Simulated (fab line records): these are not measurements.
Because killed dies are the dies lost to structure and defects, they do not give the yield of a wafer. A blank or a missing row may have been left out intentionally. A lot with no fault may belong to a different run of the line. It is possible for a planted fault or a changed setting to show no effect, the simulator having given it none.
Comparing a struck lot with a sound one || flow n5Finfet || 15 out of 1938 route steps
Sound: the wafers L936.3, L936.4, L936.6. Struck: wafer L945.6 (L945.2, L945.5, from the same lot, were not struck and are left out); the cause is given at the end.
For every step that has rows: the tool of each side, followed by ch and its chambers, followed by its first start. Under that, the readings that differ: sound wafers || struck wafers || difference of the means || sigmas: that difference in standard deviations of wafers without a fault.
alike: same words and numbers on both sides, and readings whose means sit less than 2 such deviations apart. not compared: any withheld reading, any reading some wafer has no value for, any bound like >300 that may hide the same value, and any number with overlapping values for which the record gives no deviation.
A row with sigmas, a row that says differs or no value, or rows on one side alone: a step with any of these is where the two part. Non-overlapping numbers with no deviation appear without sigmas and do not part them. A reading missing from all wafers of one side parts the sides only when that side holds two or more wafers.

N5_MOL_CONTACT_COAG_CD_MEAS_08: the cd target is 28 nm.
  sound on cdSem-01 ch 0, day 5 23:31; struck on cdSem-03 ch 0, day 8 05:58
  alike: cdNm
N5_MOL_CONTACT_COAG_OVL_MEAS_09:
  sound on overlay-02 ch 0, day 5 23:33; struck on overlay-01 ch 0, day 8 06:00
  alike: CA_OVL
N5_MOL_CONTACT_COAG_INSPECT_10: inspects for defects (brightfield).
  struck on defectInspect-01, day 8 06:04; sound on defectInspect-01, day 5 23:36
{"reading": "rawDefectCount", "sound": "72 45 62", "struck": 115, "difference": "+55", "sigmas": "+2"}
N5_MOL_CONTACT_COAG_DESCUM_13: chemistry O2, time 7 s.
  sound on rieDiel-02 ch 0,3, day 5 23:38; struck on rieDiel-05 ch 2, day 8 06:05
  alike: drypumpMotorCurrentA, oesProductAu, rfVppV, showerheadPlenumPTorr, throttleValvePct
  not compared: rfHoursCounterH
N5_MOL_CONTACT_COAG_ETCH_59: etches underlayer in N2/H2, target depth 13 nm, time 10.4 s.
  sound on rieDiel-02 ch 0,3, day 5 23:40; struck on rieDiel-05 ch 2, day 8 06:07
{"reading": "etchRfOnTimeS (s)", "sound": "10.06 10.60 9.98", "struck": 10.79, "difference": "+0.58", "sigmas": "+2"}
  alike: drypumpMotorCurrentA, oesProductAu, rfVppV, showerheadPlenumPTorr, throttleValvePct
  not compared: rfHoursCounterH
N5_MOL_CONTACT_COAG_ETCH_105: etches SiARC in CF4, target depth 15.6 nm, time 26 s.
  sound on rieDiel-02 ch 0,3, day 5 23:41; struck on rieDiel-05 ch 2, day 8 06:08
{"reading": "etchRfOnTimeS (s)", "sound": "25.1 25.9 25.1", "struck": 27.0, "difference": "+1.6", "sigmas": "+2"}
  alike: drypumpMotorCurrentA, oesProductAu, rfVppV, showerheadPlenumPTorr, throttleValvePct
  not compared: rfHoursCounterH
N5_MOL_CONTACT_COAG_ETCH_106: etches SOC in N2/H2, target depth 80 nm, overetch 16 nm, time 120 s.
  sound on rieDiel-02 ch 0,3, day 5 23:43; struck on rieDiel-05 ch 2, day 8 06:10
  alike: drypumpMotorCurrentA, oesProductAu, rfVppV, showerheadPlenumPTorr, throttleValvePct
  not compared: rfHoursCounterH
then, 4 steps without rows for these wafers: N5_MOL_CONTACT_COAG_STRIP_107 (strips in N2/H2); N5_MOL_CONTACT_COAG_STRIP_108 (strips in N2/H2); N5_MOL_CONTACT_COAG_CONTACT_ETCH_14 (etches SiO2 in C4F6/O2, target depth 27.5 nm, overetch 8.5 nm, time 20 s); N5_MOL_CONTACT_COAG_STRIP_109 (strips in C4F6/O2).
N5_MOL_CONTACT_COAG_ETCH_15: etches SiNx in CH3F/O2, stops on Si:P, target depth 7 nm.
  sound on rieDiel-02 ch 0,3, day 5 23:51; struck on rieDiel-05 ch 2, day 8 06:19
  alike: drypumpMotorCurrentA, oes_ar_750_au, oes_f_703_au, oesProductAu, rfVppV, showerheadPlenumPTorr, throttleValvePct
  not compared: rfHoursCounterH
N5_MOL_CONTACT_COAG_ETCH_110: etches Si in CF4/O2, target depth 2.5 nm, time 8 s.
  sound on rieDiel-02 ch 0,3, day 5 23:55; struck on rieDiel-05 ch 2, day 8 06:22
{"reading": "model.etch.depthNm (nm)", "sound": "2.579 2.5 2.607", "struck": 1.911, "difference": -0.651, "sigmas": ""}
  alike: drypumpMotorCurrentA, oes_ar_750_au, oes_f_703_au, oesProductAu, rfVppV, showerheadPlenumPTorr, throttleValvePct
  not compared: rfHoursCounterH
then, 1 step without rows for these wafers: N5_MOL_CONTACT_COAG_STRIP_98 (strips in N2/H2).
-- here the record skips 4 days between the struck wafers' starts before and after, leaving off in module MOL_CONTACT_COAG and picking up in module BEOL_M4 (first step shown: number 1111 of the route) --
N5_BEOL_M4_RC_MEAS_101:
  sound on prober-02 ch 0, day 9 14:00; struck on prober-02 ch 0, day 12 01:32
{"reading": "ION_N (uA/um)", "sound": "628 657 645", "struck": 673, "difference": "+30", "sigmas": "+2"}
{"reading": "ION_P (uA/um)", "sound": "434 442 438", "struck": 457, "difference": "+19", "sigmas": "+2"}
{"reading": "VT_N (mV)", "sound": "261 255 255", "struck": 248, "difference": -9, "sigmas": -2}
{"reading": "VT_P (mV)", "sound": "-260 -257 -259", "struck": -250, "difference": "+9", "sigmas": "+2"}
  alike: DIBL_N, DIBL_P, IOFF_N, IOFF_P, SS_N, SS_P

== WHERE THEY PART ==
At N5_MOL_CONTACT_COAG_INSPECT_10 first; at N5_BEOL_M4_RC_MEAS_101 last (within this record only).

WHY: the cause the simulator had injected
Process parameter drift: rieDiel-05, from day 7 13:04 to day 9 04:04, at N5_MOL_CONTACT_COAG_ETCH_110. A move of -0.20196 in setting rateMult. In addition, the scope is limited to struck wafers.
